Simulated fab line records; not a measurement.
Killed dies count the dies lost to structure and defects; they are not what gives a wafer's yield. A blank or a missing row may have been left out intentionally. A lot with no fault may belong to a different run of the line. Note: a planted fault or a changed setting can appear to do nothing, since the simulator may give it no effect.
The tool behind it: which one?    flow n5_finfet    22 lots, 66 wafers sampled, at 5 steps of a route of 1938

WHAT EACH GAUGE READ, for each wafer
N5_BEOL_M13_THK_MEAS_50: measures by xrf. Usual: M13_THK typically reads 427 nm, with standard deviation 6.3.
lot   measured      on             M13_THK (nm)  flag
L074  day 10 20:17  film_metro-01  425 420 425   
L076  day 10 23:46  film_metro-01  422 427 427   
L075  day 11 03:34  film_metro-02  429 440 438   
L077  day 11 08:40  film_metro-01  417 427 416   
L078  day 12 04:19  film_metro-02  434 427 426   
L079  day 12 15:53  film_metro-02  420 429 422   
L080  day 12 18:28  film_metro-01  432 426 417   
L081  day 12 20:44  film_metro-02  435 433 434   
L084  day 13 09:46  film_metro-01  432 444 424   
L082  day 13 12:46  film_metro-02  438 427 424   
L085  day 14 02:12  film_metro-02  438 437 419   
L087  day 14 11:45  film_metro-02  431 427 433   
L089  day 14 16:58  film_metro-01  428 429 420   
L088  day 15 09:31  film_metro-02  420 435 423   
L090  day 15 11:34  film_metro-01  423 423 429   
L092  day 15 18:32  film_metro-02  428 428 428   
L091  day 15 19:12  film_metro-02  428 425 422   
L093  day 16 14:59  film_metro-02  429 439 429   
L094  day 16 18:40  film_metro-02  424 432 430   
L097  day 16 19:16  film_metro-02  427 436 438   
L095  day 16 23:44  film_metro-01  435 427 428   
L096  day 17 04:02  film_metro-01  420 412 415   

N5_BEOL_M13_RS_MEAS_54: a four-point-probe measurement. Usual: M13_RS typically reads 0.0450 ohm/sq, with standard deviation 0.00066.
lot   measured      on             M13_RS (ohm/sq)       flag
L074  day 10 20:25  film_metro-01  0.0456 0.0460 0.0455  
L076  day 10 23:53  film_metro-01  0.0460 0.0455 0.0450  
L075  day 11 03:41  film_metro-02  0.0450 0.0437 0.0441  
L077  day 11 08:48  film_metro-02  0.0458 0.0446 0.0459  
L078  day 12 04:26  film_metro-02  0.0442 0.0450 0.0450  
L079  day 12 16:03  film_metro-01  0.0462 0.0451 0.0459  
L080  day 12 18:36  film_metro-01  0.0448 0.0451 0.0462  
L081  day 12 20:52  film_metro-01  0.0446 0.0449 0.0446  
L084  day 13 09:54  film_metro-02  0.0451 0.0438 0.0455  
L082  day 13 12:54  film_metro-02  0.0438 0.0448 0.0451  
L085  day 14 02:20  film_metro-01  0.0438 0.0441 0.0457  
L087  day 14 11:55  film_metro-01  0.0446 0.0449 0.0441  
L089  day 14 17:05  film_metro-02  0.0448 0.0446 0.0457  
L088  day 15 09:39  film_metro-02  0.0458 0.0444 0.0456  
L090  day 15 11:41  film_metro-02  0.0451 0.0450 0.0446  
L092  day 15 18:40  film_metro-01  0.0450 0.0451 0.0454  
L091  day 15 19:20  film_metro-02  0.0448 0.0453 0.0454  
L093  day 16 15:07  film_metro-01  0.0451 0.0441 0.0448  
L094  day 16 18:47  film_metro-02  0.0451 0.0442 0.0445  
L097  day 16 19:24  film_metro-02  0.0454 0.0441 0.0444  
L095  day 16 23:52  film_metro-01  0.0442 0.0450 0.0448  
L096  day 17 04:10  film_metro-02  0.0453 0.0462 0.0456  

WHAT TOOL EACH LOT RAN ON (gives the tool, then ch and the chambers of the sampled wafers, and finally the start)
lot   N5_BEOL_M13_ETCH_59                 N5_BEOL_M13_TRENCH_ETCH_34          N5_BEOL_M13_DEGAS_41
L074  rie_diel-01 ch 1,2, day 10 15:35    rie_diel-02 ch 0,1, day 10 17:07    pvd_sputter-01, day 10 19:09
L076  rie_diel-02 ch 1,3, day 10 20:40    rie_diel-02 ch 2,3, day 10 22:06    pvd_sputter-01, day 10 22:38
L075  rie_diel-06 ch 1,2,3, day 11 00:05  rie_diel-06 ch 0,2,3, day 11 01:24  pvd_sputter-02, day 11 02:27
L077  rie_diel-01 ch 0,3, day 11 03:55    rie_diel-06 ch 0,1,2, day 11 05:22  pvd_sputter-01, day 11 07:32
L078  rie_diel-02 ch 0,3, day 11 23:39    rie_diel-01 ch 0,1, day 12 01:07    pvd_sputter-02, day 12 02:33
L079  rie_diel-02 ch 0,3, day 12 10:27    rie_diel-02 ch 0,3, day 12 12:12    pvd_sputter-03, day 12 14:47
L080  rie_diel-01 ch 0,3, day 12 12:53    rie_diel-02 ch 0,3, day 12 14:21    pvd_sputter-02, day 12 17:21
L081  rie_diel-02 ch 0,2,3, day 12 16:38  rie_diel-02 ch 0,2, day 12 18:07    pvd_sputter-02, day 12 19:07
L084  rie_diel-02 ch 0,1,3, day 13 05:45  rie_diel-01 ch 0,2, day 13 07:16    pvd_sputter-01, day 13 08:40
L082  rie_diel-06 ch 0,2, day 13 09:29    rie_diel-01 ch 1,2,3, day 13 10:53  pvd_sputter-01, day 13 11:30
L085  rie_diel-02 ch 0,1,3, day 13 21:25  rie_diel-06 ch 0,1, day 13 22:44    pvd_sputter-02, day 14 01:05
L087  rie_diel-06 ch 0,3, day 14 04:01    rie_diel-02 ch 0,1,2, day 14 05:43  pvd_sputter-03, day 14 10:38
L089  rie_diel-06 ch 0,1,2, day 14 12:58  rie_diel-06 ch 1,2,3, day 14 14:24  pvd_sputter-01, day 14 15:20
L088  rie_diel-01 ch 0,3, day 15 03:55    rie_diel-02 ch 0,3, day 15 05:13    pvd_sputter-02, day 15 08:23
L090  rie_diel-06 ch 0,2, day 15 07:13    rie_diel-01 ch 1,2, day 15 09:10    pvd_sputter-01, day 15 09:57
L092  rie_diel-02 ch 0,1,2, day 15 10:48  rie_diel-06 ch 2, day 15 12:59      pvd_sputter-02, day 15 17:20
L091  rie_diel-01 ch 0,1,2, day 15 12:37  rie_diel-02 ch 1,2, day 15 14:04    pvd_sputter-01, day 15 17:31
L093  rie_diel-06 ch 0,2,3, day 16 11:14  rie_diel-01 ch 1,2,3, day 16 12:35  pvd_sputter-02, day 16 13:46
L094  rie_diel-01 ch 0,1,3, day 16 14:22  rie_diel-06 ch 0,3, day 16 15:47    pvd_sputter-02, day 16 17:29
L097  rie_diel-01 ch 1,2,3, day 16 16:09  rie_diel-06 ch 0,1,3, day 16 17:35  pvd_sputter-01, day 16 18:09
L095  rie_diel-01 ch 2,3, day 16 19:52    rie_diel-02 ch 0,1,2, day 16 21:18  pvd_sputter-01, day 16 22:35
L096  rie_diel-06 ch 0,1, day 16 22:34    rie_diel-01 ch 1,3, day 17 00:00    pvd_sputter-01, day 17 02:56
- N5_BEOL_M13_ETCH_59: etches BARC in N2/H2, target depth 89 nm, overetch 26.7 nm, time 67.9 s.
- N5_BEOL_M13_TRENCH_ETCH_34: etches SiOC in C4F8/O2/Ar, target depth 413.47 nm, time 162.6 s.
- N5_BEOL_M13_DEGAS_41: time 60 s.

AS READ BY THE TOOLS THEMSELVES (means over the sampled wafers that have a number; for cases with no such wafer, the mark the record gives instead)
N5_BEOL_M13_ETCH_59. Usual: drypump_motor_current_A 5.51 A, standard deviation 0.26; h2_flow_sccm 200.1 sccm, standard deviation 0.59; oes_product_au 0.69 a.u., standard deviation 0.071; rf_vpp_V 523.7 V, standard deviation 2.2; showerhead_plenum_p_Torr 2.53 Torr, standard deviation 0.075; throttle_valve_pct 17.80 %, standard deviation 0.23.
lot   tool         drypump_motor_current_A (A)  h2_flow_sccm (sccm)  oes_product_au (a.u.)  rf_vpp_V (V)  showerhead_plenum_p_Torr (Torr)  throttle_valve_pct (%)  flag
L074  rie_diel-01  5.66                         200.6                0.65                   525.6         2.60                             17.99                   
L076  rie_diel-02  5.55                         200.1                0.68                   521.1         2.46                             17.86                   
L075  rie_diel-06  5.54                         199.8                0.64                   525.1         2.60                             17.79                   
L077  rie_diel-01  5.33                         199.8                0.66                   522.3         2.47                             17.94                   
L078  rie_diel-02  5.28                         200.7                0.70                   522.8         2.48                             17.84                   
L079  rie_diel-02  5.27                         200.1                0.68                   522.8         2.48                             17.84                   
L080  rie_diel-01  5.25                         200.2                0.68                   523.5         2.51                             17.96                   
L081  rie_diel-02  5.44                         199.9                0.70                   523.2         2.53                             17.67                   
L084  rie_diel-02  5.36                         199.4                0.70                   522.5         2.49                             17.84                   
L082  rie_diel-06  5.67                         200.4                0.75                   523.5         2.55                             17.81                   
L085  rie_diel-02  5.36                         200.0                0.69                   523.1         2.49                             17.85                   
L087  rie_diel-06  5.80                         200.3                0.76                   523.6         2.55                             17.65                   
L089  rie_diel-06  5.52                         199.9                0.65                   523.6         2.54                             17.93                   
L088  rie_diel-01  5.24                         199.9                0.66                   523.4         2.50                             17.98                   
L090  rie_diel-06  5.57                         199.6                0.65                   524.3         2.59                             17.89                   
L092  rie_diel-02  5.53                         199.8                0.70                   523.2         2.54                             17.69                   
L091  rie_diel-01  5.55                         200.4                0.72                   524.2         2.53                             17.79                   
L093  rie_diel-06  5.71                         200.3                0.67                   524.8         2.59                             17.74                   
L094  rie_diel-01  5.36                         200.5                0.68                   523.9         2.51                             17.83                   
L097  rie_diel-01  5.48                         199.6                0.73                   525.9         2.57                             17.79                   
L095  rie_diel-01  5.57                         200.3                0.73                   525.0         2.57                             17.95                   
L096  rie_diel-06  5.48                         200.2                0.80                   522.1         2.49                             17.69                   

N5_BEOL_M13_TRENCH_ETCH_34. Usual: C4F8_flow_sccm 15.00 sccm, standard deviation 0.042; drypump_motor_current_A 5.52 A, standard deviation 0.25; mfc_ar_sccm 399.9 sccm, standard deviation 1.1; oes_product_au 0.81 a.u., standard deviation 0.09; rf_vpp_V 665.4 V, standard deviation 2.7; showerhead_plenum_p_Torr 3.41 Torr, standard deviation 0.11; throttle_valve_pct 24.10 %, standard deviation 0.26.
lot   tool         C4F8_flow_sccm (sccm)  drypump_motor_current_A (A)  mfc_ar_sccm (sccm)  oes_product_au (a.u.)  rf_vpp_V (V)  showerhead_plenum_p_Torr (Torr)  throttle_valve_pct (%)  flag
L074  rie_diel-02  15.02                  5.49                         400.7               0.76                   664.6         3.36                             24.17                   
L076  rie_diel-02  15.02                  5.68                         399.3               0.79                   664.2         3.37                             23.81                   
L075  rie_diel-06  14.98                  5.70                         399.4               0.75                   667.4         3.51                             24.14                   
L077  rie_diel-06  15.05                  5.51                         400.7               0.69                   665.8         3.42                             24.22                   
L078  rie_diel-01  15.04                  5.44                         398.6               0.81                   663.1         3.33                             24.07                   
L079  rie_diel-02  15.00                  5.27                         401.4               0.79                   663.1         3.33                             24.10                   
L080  rie_diel-02  15.03                  5.20                         400.7               0.86                   665.7         3.40                             23.99                   
L081  rie_diel-02  15.01                  5.37                         399.7               0.88                   666.5         3.46                             23.81                   
L084  rie_diel-01  15.03                  5.55                         400.3               0.81                   663.1         3.35                             24.34                   
L082  rie_diel-01  14.98                  5.48                         400.4               0.89                   666.8         3.49                             24.27                   
L085  rie_diel-06  14.98                  5.61                         399.8               0.85                   664.0         3.38                             24.23                   
L087  rie_diel-02  15.02                  5.55                         398.9               0.83                   665.3         3.39                             23.91                   
L089  rie_diel-06  15.01                  5.55                         399.4               0.73                   667.3         3.48                             24.08                   
L088  rie_diel-02  15.04                  5.26                         399.6               0.77                   663.1         3.32                             24.13                   
L090  rie_diel-01  15.03                  5.67                         399.8               0.90                   667.0         3.50                             24.26                   
L092  rie_diel-06  15.00                  5.42                         398.9               0.69                   667.4         3.49                             23.97                   
L091  rie_diel-02  14.97                  5.72                         400.2               0.77                   664.1         3.32                             23.99                   
L093  rie_diel-01  14.98                  5.47                         399.6               0.85                   666.7         3.47                             24.29                   
L094  rie_diel-06  14.99                  5.84                         399.6               0.86                   666.1         3.45                             24.18                   
L097  rie_diel-06  15.00                  5.70                         400.9               0.89                   666.2         3.44                             24.07                   
L095  rie_diel-02  14.99                  5.55                         400.1               0.80                   665.7         3.38                             23.94                   
L096  rie_diel-01  15.00                  5.28                         400.8               0.81                   665.6         3.46                             24.31                   

N5_BEOL_M13_DEGAS_41. Usual: heater_power_w 325 W, standard deviation 21.
lot   tool            heater_power_w (W)  flag
L074  pvd_sputter-01  319                 
L076  pvd_sputter-01  337                 
L075  pvd_sputter-02  318                 
L077  pvd_sputter-01  341                 
L078  pvd_sputter-02  321                 
L079  pvd_sputter-03  359                 
L080  pvd_sputter-02  303                 
L081  pvd_sputter-02  319                 
L084  pvd_sputter-01  316                 
L082  pvd_sputter-01  335                 
L085  pvd_sputter-02  322                 
L087  pvd_sputter-03  350                 
L089  pvd_sputter-01  329                 
L088  pvd_sputter-02  321                 
L090  pvd_sputter-01  331                 
L092  pvd_sputter-02  343                 
L091  pvd_sputter-01  323                 
L093  pvd_sputter-02  309                 
L094  pvd_sputter-02  307                 
L097  pvd_sputter-01  337                 
L095  pvd_sputter-01  327                 
L096  pvd_sputter-01  327                 

THE ANSWER, worked out from the rows above alone
Rule: lot off if the mean of its wafers having a number is beyond 3 standard deviations from the usual mean. Also off: a lot with no number at a reading for which 4 or more lots have one. All remaining lots with rows at the step are treated as sound. Order of review: gauges by route order, followed by the tools' own readings, for which a lot's mean as printed above is used. At the first step where some lot is off, the reading lying furthest off is the one used; lots without a number count as furthest.
No lot is off at any reading shown: from this, nothing can be told.

WHAT THE SIMULATOR PUT IN
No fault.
